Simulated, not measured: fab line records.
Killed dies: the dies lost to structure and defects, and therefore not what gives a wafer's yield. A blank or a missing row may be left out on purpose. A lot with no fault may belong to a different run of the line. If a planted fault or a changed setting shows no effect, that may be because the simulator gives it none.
Struck lot and sound lot, side by side ; flow n5Finfet ; 13 steps out of a route of 1938
Sound: these wafers, L800.1, L800.3, L800.4. Struck: wafers L811.4, L811.5, L811.6. Last of all comes the cause.
Each step with rows lists, per side, the tool, then ch with its chambers, then its first start. Under that, the readings that differ: sound wafers ; struck wafers ; difference of the means ; sigmas: that difference in standard deviations of wafers without a fault.
alike: readings with means less than 2 such deviations apart, plus words and numbers identical on both sides. not compared: withheld readings, readings lacking a value on some wafer, bounds such as >300 that could conceal the same value, and numbers that have no deviation in the record and whose values overlap.
Wherever a step has rows on one side only, a row that says differs or no value, or a row with sigmas, the two part there. Numbers that don't overlap but have no deviation are shown without sigmas and don't part them. A reading missing from all wafers of one side parts the sides only when that side holds two or more wafers.

N5_GATE_CUT_PECVD_57: deposits SiNx from SiH4/NH3/N2, target thk 21 nm.
  sound on pecvd-04 ch 0,1, day 6 02:05; struck on pecvd-03 ch 0,1,2, day 8 21:26
  alike: heaterPowerOuterW, heaterPowerW, showerheadPlenumPTorr, throttleValvePct
  not compared: sinceWetCleanH
N5_GATE_CUT_CMP_02: polishes, stops on SiO2, t overpolish 12.7 s, target thk 0 nm.
  sound on cmp-03 ch 0,1,3, day 6 02:10; struck on cmp-03 ch 1,2, day 8 21:31
  alike: edgeZonePressureFrac, motorCurrentA, overpolishRunS, timeToEndpointS
N5_GATE_CUT_HM_DEP_46: deposits SiO2 from TEOS/O2, target thk 130 nm, time 26.6 s.
  sound on pecvd-03 ch 0,2, day 6 02:29; struck on pecvd-03 ch 0,1,2, day 8 21:50
  alike: heaterPowerOuterW, heaterPowerW, showerheadPlenumPTorr, throttleValvePct
  not compared: sinceWetCleanH
then, 8 steps without rows for these wafers: N5_GATE_CUT_COAT_34 (time 60 s, resist thk 60 nm); N5_GATE_CUT_COAT_35 (time 60 s, resist thk 10 nm); N5_GATE_CUT_COAT_27 (time 60 s, resist thk 10 nm); N5_GATE_CUT_COAT_07 (resist thk 30 nm); N5_GATE_CUT_EBR_09; N5_GATE_CUT_SOFTBAKE_08 (time 60 s); N5_GATE_CUT_EXPOSE_10 (exposes mask GATE CUT, target cd 20 nm); N5_GATE_CUT_PEB_11 (peb time 60 s).
N5_GATE_CUT_DEVELOP_12: develop time 30 s.
  struck on lithoTrack-03, day 8 22:05; sound on lithoTrack-03 ch 0, day 6 02:46
  no value came back on the struck wafers for chillPlateTempC (C), developTimeS (s); on the sound wafers chillPlateTempC (C) reads 23.02 22.92 23.02
reading;sound;struck;difference;sigmas
model.CAR-EUV_of_GATE_CUT_COAT_07.thkNm (nm);29.6 29.6 29.4;30 30 29.8;+0;
N5_GATE_CUT_CD_MEAS_13 targets a cd of 20 nm.
  sound on cdSem-02 ch 0, day 6 02:50; struck on cdSem-01 ch 0, day 8 22:09
reading;sound;struck;difference;sigmas
cdNm (nm);19.96 20.09 20.31;- - -;no value on the struck wafers;

## WHERE THEY PART
At N5_GATE_CUT_DEVELOP_12 first; at N5_GATE_CUT_CD_MEAS_13 last (within this record only).

WHY: what the simulator had put in
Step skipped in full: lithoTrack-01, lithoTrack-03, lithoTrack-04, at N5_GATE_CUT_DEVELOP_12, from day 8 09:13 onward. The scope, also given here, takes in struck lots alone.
